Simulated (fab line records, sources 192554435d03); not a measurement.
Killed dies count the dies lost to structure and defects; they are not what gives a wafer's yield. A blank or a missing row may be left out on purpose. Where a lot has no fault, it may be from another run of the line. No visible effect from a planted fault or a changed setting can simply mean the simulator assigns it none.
Which tool did it? || flow n5Finfet || 24 lots with 72 wafers sampled at 3 steps, on a route of 1938 steps

## WHAT THE GAUGES READ, wafer by wafer
N5_BEOL_M7_INSPECT_58: inspects for defects (darkfield).
{"lot": "L074", "measured": "day 9 23:43", "on": "defectInspect-01", "rawDefectCount": "72 60 115"}
{"lot": "L076", "measured": "day 10 13:31", "on": "defectInspect-02", "rawDefectCount": "85 91 95"}
{"lot": "L077", "measured": "day 10 14:18", "on": "defectInspect-01", "rawDefectCount": "130 82 84"}
{"lot": "L079", "measured": "day 10 17:20", "on": "defectInspect-02", "rawDefectCount": "75 114 81"}
{"lot": "L075", "measured": "day 10 16:40", "on": "defectInspect-02", "rawDefectCount": "66 81 141"}
{"lot": "L078", "measured": "day 11 01:37", "on": "defectInspect-02", "rawDefectCount": "111 80 139"}
{"lot": "L080", "measured": "day 11 18:05", "on": "defectInspect-01", "rawDefectCount": "98 121 94"}
{"lot": "L081", "measured": "day 11 21:34", "on": "defectInspect-02", "rawDefectCount": "89 48 53"}
{"lot": "L082", "measured": "day 12 18:34", "on": "defectInspect-02", "rawDefectCount": "89 53 65"}
{"lot": "L085", "measured": "day 12 21:15", "on": "defectInspect-02", "rawDefectCount": "98 52 109"}
{"lot": "L084", "measured": "day 14 05:50", "on": "defectInspect-02", "rawDefectCount": "74 38 56"}
{"lot": "L086", "measured": "day 14 08:09", "on": "defectInspect-01", "rawDefectCount": "46 58 81"}
{"lot": "L089", "measured": "day 14 16:11", "on": "defectInspect-02", "rawDefectCount": "62 63 50"}
{"lot": "L083", "measured": "day 14 22:56", "on": "defectInspect-01", "rawDefectCount": "86 48 64"}
{"lot": "L087", "measured": "day 15 00:31", "on": "defectInspect-01", "rawDefectCount": "59 74 66"}
{"lot": "L088", "measured": "day 15 04:29", "on": "defectInspect-01", "rawDefectCount": "50 50 78"}
{"lot": "L090", "measured": "day 15 09:44", "on": "defectInspect-01", "rawDefectCount": "91 65 92"}
{"lot": "L093", "measured": "day 15 20:55", "on": "defectInspect-01", "rawDefectCount": "81 59 59"}
{"lot": "L092", "measured": "day 16 04:50", "on": "defectInspect-01", "rawDefectCount": "58 38 52"}
{"lot": "L094", "measured": "day 16 08:26", "on": "defectInspect-01", "rawDefectCount": "59 55 48"}
{"lot": "L091", "measured": "day 16 08:42", "on": "defectInspect-02", "rawDefectCount": "58 75 54"}
{"lot": "L097", "measured": "day 16 19:38", "on": "defectInspect-02", "rawDefectCount": "103 101 95"}
{"lot": "L095", "measured": "day 16 20:11", "on": "defectInspect-02", "rawDefectCount": "38 61 57"}
{"lot": "L096", "measured": "day 17 09:59", "on": "defectInspect-02", "rawDefectCount": "74 64 114"}

## WHICH TOOL RAN EACH LOT (tool, then ch and the chambers of the sampled wafers, then the start)
{"lot": "L074", "N5_BEOL_M7_VIA_ETCH_34": "rieDiel-06 ch 0,1,2, day 9 18:58", "N5_BEOL_M7_PRE_CLEAN_45": "pvdSputter-02, day 9 20:06"}
{"lot": "L076", "N5_BEOL_M7_VIA_ETCH_34": "rieDiel-06 ch 0,2,3, day 10 09:02", "N5_BEOL_M7_PRE_CLEAN_45": "pvdSputter-01, day 10 11:46"}
{"lot": "L077", "N5_BEOL_M7_VIA_ETCH_34": "rieDiel-06 ch 0,1, day 10 09:26", "N5_BEOL_M7_PRE_CLEAN_45": "pvdSputter-01, day 10 12:05"}
{"lot": "L079", "N5_BEOL_M7_VIA_ETCH_34": "rieDiel-03 ch 0,1,3, day 10 12:46", "N5_BEOL_M7_PRE_CLEAN_45": "pvdSputter-01, day 10 15:38"}
{"lot": "L075", "N5_BEOL_M7_VIA_ETCH_34": "rieDiel-02 ch 0,2,3, day 10 12:55", "N5_BEOL_M7_PRE_CLEAN_45": "pvdSputter-03, day 10 13:47"}
{"lot": "L078", "N5_BEOL_M7_VIA_ETCH_34": "rieDiel-06 ch 0,1,3, day 10 22:38", "N5_BEOL_M7_PRE_CLEAN_45": "pvdSputter-01, day 11 00:02"}
{"lot": "L080", "N5_BEOL_M7_VIA_ETCH_34": "rieDiel-06 ch 0,1, day 11 15:07", "N5_BEOL_M7_PRE_CLEAN_45": "pvdSputter-01, day 11 16:01"}
{"lot": "L081", "N5_BEOL_M7_VIA_ETCH_34": "rieDiel-06 ch 0,1,2, day 11 19:04", "N5_BEOL_M7_PRE_CLEAN_45": "pvdSputter-03, day 11 19:54"}
{"lot": "L082", "N5_BEOL_M7_VIA_ETCH_34": "rieDiel-03 ch 1,2,3, day 12 14:04", "N5_BEOL_M7_PRE_CLEAN_45": "pvdSputter-01, day 12 14:55"}
{"lot": "L085", "N5_BEOL_M7_VIA_ETCH_34": "rieDiel-03 ch 2,3, day 12 17:58", "N5_BEOL_M7_PRE_CLEAN_45": "pvdSputter-02, day 12 19:04"}
{"lot": "L084", "N5_BEOL_M7_VIA_ETCH_34": "rieDiel-03 ch 0,3, day 14 00:32", "N5_BEOL_M7_PRE_CLEAN_45": "pvdSputter-03, day 14 04:16"}
{"lot": "L086", "N5_BEOL_M7_VIA_ETCH_34": "rieDiel-06 ch 1,2,3, day 14 03:40", "N5_BEOL_M7_PRE_CLEAN_45": "pvdSputter-01, day 14 04:47"}
{"lot": "L089", "N5_BEOL_M7_VIA_ETCH_34": "rieDiel-03 ch 0,1,2, day 14 12:50", "N5_BEOL_M7_PRE_CLEAN_45": "pvdSputter-02, day 14 14:06"}
{"lot": "L083", "N5_BEOL_M7_VIA_ETCH_34": "rieDiel-06 ch 0,1, day 14 18:18", "N5_BEOL_M7_PRE_CLEAN_45": "pvdSputter-03, day 14 19:28"}
{"lot": "L087", "N5_BEOL_M7_VIA_ETCH_34": "rieDiel-02 ch 1,3, day 14 21:32", "N5_BEOL_M7_PRE_CLEAN_45": "pvdSputter-01, day 14 22:21"}
{"lot": "L088", "N5_BEOL_M7_VIA_ETCH_34": "rieDiel-03 ch 1,2,3, day 15 00:10", "N5_BEOL_M7_PRE_CLEAN_45": "pvdSputter-03, day 15 01:02"}
{"lot": "L090", "N5_BEOL_M7_VIA_ETCH_34": "rieDiel-06 ch 1,2,3, day 15 07:16", "N5_BEOL_M7_PRE_CLEAN_45": "pvdSputter-01, day 15 08:07"}
{"lot": "L093", "N5_BEOL_M7_VIA_ETCH_34": "rieDiel-03 ch 0,1,2, day 15 17:43", "N5_BEOL_M7_PRE_CLEAN_45": "pvdSputter-02, day 15 18:40"}
{"lot": "L092", "N5_BEOL_M7_VIA_ETCH_34": "rieDiel-03 ch 0,1, day 16 01:06", "N5_BEOL_M7_PRE_CLEAN_45": "pvdSputter-02, day 16 02:34"}
{"lot": "L094", "N5_BEOL_M7_VIA_ETCH_34": "rieDiel-06 ch 0,2,3, day 16 05:18", "N5_BEOL_M7_PRE_CLEAN_45": "pvdSputter-03, day 16 06:28"}
{"lot": "L091", "N5_BEOL_M7_VIA_ETCH_34": "rieDiel-03 ch 0,1, day 16 05:31", "N5_BEOL_M7_PRE_CLEAN_45": "pvdSputter-03, day 16 06:39"}
{"lot": "L097", "N5_BEOL_M7_VIA_ETCH_34": "rieDiel-02 ch 0,1, day 16 15:30", "N5_BEOL_M7_PRE_CLEAN_45": "pvdSputter-02, day 16 18:05"}
{"lot": "L095", "N5_BEOL_M7_VIA_ETCH_34": "rieDiel-06 ch 0,2,3, day 16 15:47", "N5_BEOL_M7_PRE_CLEAN_45": "pvdSputter-02, day 16 18:15"}
{"lot": "L096", "N5_BEOL_M7_VIA_ETCH_34": "rieDiel-03 ch 0,2,3, day 17 06:27", "N5_BEOL_M7_PRE_CLEAN_45": "pvdSputter-02, day 17 07:55"}
- N5_BEOL_M7_VIA_ETCH_34: etches SiCOH lowk in C4F6/O2, target depth 125.5 nm, time 50.5 s.
- N5_BEOL_M7_PRE_CLEAN_45: time 30 s.

## WHAT THE TOOLS THEMSELVES READ (means of the sampled wafers that have a number; where no wafer has one, the mark that the record gives instead)
N5_BEOL_M7_VIA_ETCH_34.
{"lot": "L074", "tool": "rieDiel-06", "drypumpMotorCurrentA (A)": 5.7, "oesProductAu (a.u.)": 0.79, "rfVppV (V)": 663, "showerheadPlenumPTorr (Torr)": 2.82, "throttleValvePct (%)": 20.91}
{"lot": "L076", "tool": "rieDiel-06", "drypumpMotorCurrentA (A)": 5.7, "oesProductAu (a.u.)": 0.78, "rfVppV (V)": 659, "showerheadPlenumPTorr (Torr)": 2.79, "throttleValvePct (%)": 20.92}
{"lot": "L077", "tool": "rieDiel-06", "drypumpMotorCurrentA (A)": 5.3, "oesProductAu (a.u.)": 0.84, "rfVppV (V)": 663, "showerheadPlenumPTorr (Torr)": 2.85, "throttleValvePct (%)": 20.93}
{"lot": "L079", "tool": "rieDiel-03", "drypumpMotorCurrentA (A)": 5.5, "oesProductAu (a.u.)": 0.81, "rfVppV (V)": 670, "showerheadPlenumPTorr (Torr)": 2.91, "throttleValvePct (%)": 20.81}
{"lot": "L075", "tool": "rieDiel-02", "drypumpMotorCurrentA (A)": 5.8, "oesProductAu (a.u.)": 0.81, "rfVppV (V)": 660, "showerheadPlenumPTorr (Torr)": 2.83, "throttleValvePct (%)": 21.02}
{"lot": "L078", "tool": "rieDiel-06", "drypumpMotorCurrentA (A)": 5.4, "oesProductAu (a.u.)": 0.76, "rfVppV (V)": 664, "showerheadPlenumPTorr (Torr)": 2.85, "throttleValvePct (%)": 21.10}
{"lot": "L080", "tool": "rieDiel-06", "drypumpMotorCurrentA (A)": 5.5, "oesProductAu (a.u.)": 0.76, "rfVppV (V)": 668, "showerheadPlenumPTorr (Torr)": 2.88, "throttleValvePct (%)": 21.10}
{"lot": "L081", "tool": "rieDiel-06", "drypumpMotorCurrentA (A)": 5.7, "oesProductAu (a.u.)": 0.77, "rfVppV (V)": 662, "showerheadPlenumPTorr (Torr)": 2.82, "throttleValvePct (%)": 20.92}
{"lot": "L082", "tool": "rieDiel-03", "drypumpMotorCurrentA (A)": 5.6, "oesProductAu (a.u.)": 0.83, "rfVppV (V)": 673, "showerheadPlenumPTorr (Torr)": 2.98, "throttleValvePct (%)": 20.83}
{"lot": "L085", "tool": "rieDiel-03", "drypumpMotorCurrentA (A)": 5.4, "oesProductAu (a.u.)": 0.91, "rfVppV (V)": 673, "showerheadPlenumPTorr (Torr)": 3.01, "throttleValvePct (%)": 20.75}
{"lot": "L084", "tool": "rieDiel-03", "drypumpMotorCurrentA (A)": 5.3, "oesProductAu (a.u.)": 0.84, "rfVppV (V)": 670, "showerheadPlenumPTorr (Torr)": 2.92, "throttleValvePct (%)": 20.74}
{"lot": "L086", "tool": "rieDiel-06", "drypumpMotorCurrentA (A)": 5.9, "oesProductAu (a.u.)": 0.69, "rfVppV (V)": 663, "showerheadPlenumPTorr (Torr)": 2.82, "throttleValvePct (%)": 21.12}
{"lot": "L089", "tool": "rieDiel-03", "drypumpMotorCurrentA (A)": 5.4, "oesProductAu (a.u.)": 0.89, "rfVppV (V)": 669, "showerheadPlenumPTorr (Torr)": 2.90, "throttleValvePct (%)": 20.77}
{"lot": "L083", "tool": "rieDiel-06", "drypumpMotorCurrentA (A)": 5.3, "oesProductAu (a.u.)": 0.80, "rfVppV (V)": 662, "showerheadPlenumPTorr (Torr)": 2.83, "throttleValvePct (%)": 20.97}
{"lot": "L087", "tool": "rieDiel-02", "drypumpMotorCurrentA (A)": 6.2, "oesProductAu (a.u.)": 0.82, "rfVppV (V)": 660, "showerheadPlenumPTorr (Torr)": 2.85, "throttleValvePct (%)": 20.96}
{"lot": "L088", "tool": "rieDiel-03", "drypumpMotorCurrentA (A)": 5.6, "oesProductAu (a.u.)": 0.90, "rfVppV (V)": 672, "showerheadPlenumPTorr (Torr)": 2.97, "throttleValvePct (%)": 20.74}
{"lot": "L090", "tool": "rieDiel-06", "drypumpMotorCurrentA (A)": 5.9, "oesProductAu (a.u.)": 0.69, "rfVppV (V)": 664, "showerheadPlenumPTorr (Torr)": 2.82, "throttleValvePct (%)": 21.12}
{"lot": "L093", "tool": "rieDiel-03", "drypumpMotorCurrentA (A)": 5.3, "oesProductAu (a.u.)": 0.88, "rfVppV (V)": 669, "showerheadPlenumPTorr (Torr)": 2.90, "throttleValvePct (%)": 20.77}
{"lot": "L092", "tool": "rieDiel-03", "drypumpMotorCurrentA (A)": 5.2, "oesProductAu (a.u.)": 0.83, "rfVppV (V)": 666, "showerheadPlenumPTorr (Torr)": 2.82, "throttleValvePct (%)": 20.77}
{"lot": "L094", "tool": "rieDiel-06", "drypumpMotorCurrentA (A)": 5.7, "oesProductAu (a.u.)": 0.75, "rfVppV (V)": 658, "showerheadPlenumPTorr (Torr)": 2.77, "throttleValvePct (%)": 20.98}
{"lot": "L091", "tool": "rieDiel-03", "drypumpMotorCurrentA (A)": 5.6, "oesProductAu (a.u.)": 0.89, "rfVppV (V)": 670, "showerheadPlenumPTorr (Torr)": 2.86, "throttleValvePct (%)": 20.74}
{"lot": "L097", "tool": "rieDiel-02", "drypumpMotorCurrentA (A)": 5.8, "oesProductAu (a.u.)": 0.83, "rfVppV (V)": 658, "showerheadPlenumPTorr (Torr)": 2.81, "throttleValvePct (%)": 20.85}
{"lot": "L095", "tool": "rieDiel-06", "drypumpMotorCurrentA (A)": 5.7, "oesProductAu (a.u.)": 0.74, "rfVppV (V)": 659, "showerheadPlenumPTorr (Torr)": 2.77, "throttleValvePct (%)": 20.97}
{"lot": "L096", "tool": "rieDiel-03", "drypumpMotorCurrentA (A)": 5.2, "oesProductAu (a.u.)": 0.82, "rfVppV (V)": 669, "showerheadPlenumPTorr (Torr)": 2.92, "throttleValvePct (%)": 20.79}

N5_BEOL_M7_PRE_CLEAN_45.
{"lot": "L074", "tool": "pvdSputter-02", "heaterPowerW (W)": 383}
{"lot": "L076", "tool": "pvdSputter-01", "heaterPowerW (W)": 339}
{"lot": "L077", "tool": "pvdSputter-01", "heaterPowerW (W)": 342}
{"lot": "L079", "tool": "pvdSputter-01", "heaterPowerW (W)": 312}
{"lot": "L075", "tool": "pvdSputter-03", "heaterPowerW (W)": 352}
{"lot": "L078", "tool": "pvdSputter-01", "heaterPowerW (W)": 338}
{"lot": "L080", "tool": "pvdSputter-01", "heaterPowerW (W)": 322}
{"lot": "L081", "tool": "pvdSputter-03", "heaterPowerW (W)": 355}
{"lot": "L082", "tool": "pvdSputter-01", "heaterPowerW (W)": 330}
{"lot": "L085", "tool": "pvdSputter-02", "heaterPowerW (W)": 384}
{"lot": "L084", "tool": "pvdSputter-03", "heaterPowerW (W)": 343}
{"lot": "L086", "tool": "pvdSputter-01", "heaterPowerW (W)": 348}
{"lot": "L089", "tool": "pvdSputter-02", "heaterPowerW (W)": 389}
{"lot": "L083", "tool": "pvdSputter-03", "heaterPowerW (W)": 339}
{"lot": "L087", "tool": "pvdSputter-01", "heaterPowerW (W)": 339}
{"lot": "L088", "tool": "pvdSputter-03", "heaterPowerW (W)": 354}
{"lot": "L090", "tool": "pvdSputter-01", "heaterPowerW (W)": 327}
{"lot": "L093", "tool": "pvdSputter-02", "heaterPowerW (W)": 377}
{"lot": "L092", "tool": "pvdSputter-02", "heaterPowerW (W)": 381}
{"lot": "L094", "tool": "pvdSputter-03", "heaterPowerW (W)": 344}
{"lot": "L091", "tool": "pvdSputter-03", "heaterPowerW (W)": 319}
{"lot": "L097", "tool": "pvdSputter-02", "heaterPowerW (W)": 390}
{"lot": "L095", "tool": "pvdSputter-02", "heaterPowerW (W)": 368}
{"lot": "L096", "tool": "pvdSputter-02", "heaterPowerW (W)": 387}

## THE ANSWER, worked out from the rows above alone
Rule: the lots themselves supply what counts as usual. The widest of any qualifying gaps counts: lots, ordered by their means at a reading, are off when they make up no more than a third of the lots, leave a main group of 4 or more, and stand apart from it by 3 or more times the standard deviation of that group's means. A main group is skipped when, at the precision printed for the reading in the tables above, its means are all equal. Also off: a lot with no number at a reading for which 4 or more lots have one. The other lots that the step has rows for count as sound. First the gauges in route order, then the tools' own readings, where a lot's mean is used as printed above. At the first step where some lot is off, the reading lying furthest off is the one used; lots without a number count as furthest.
No lot is off at any reading shown: from this, nothing can be told.

## WHAT THE SIMULATOR PUT IN
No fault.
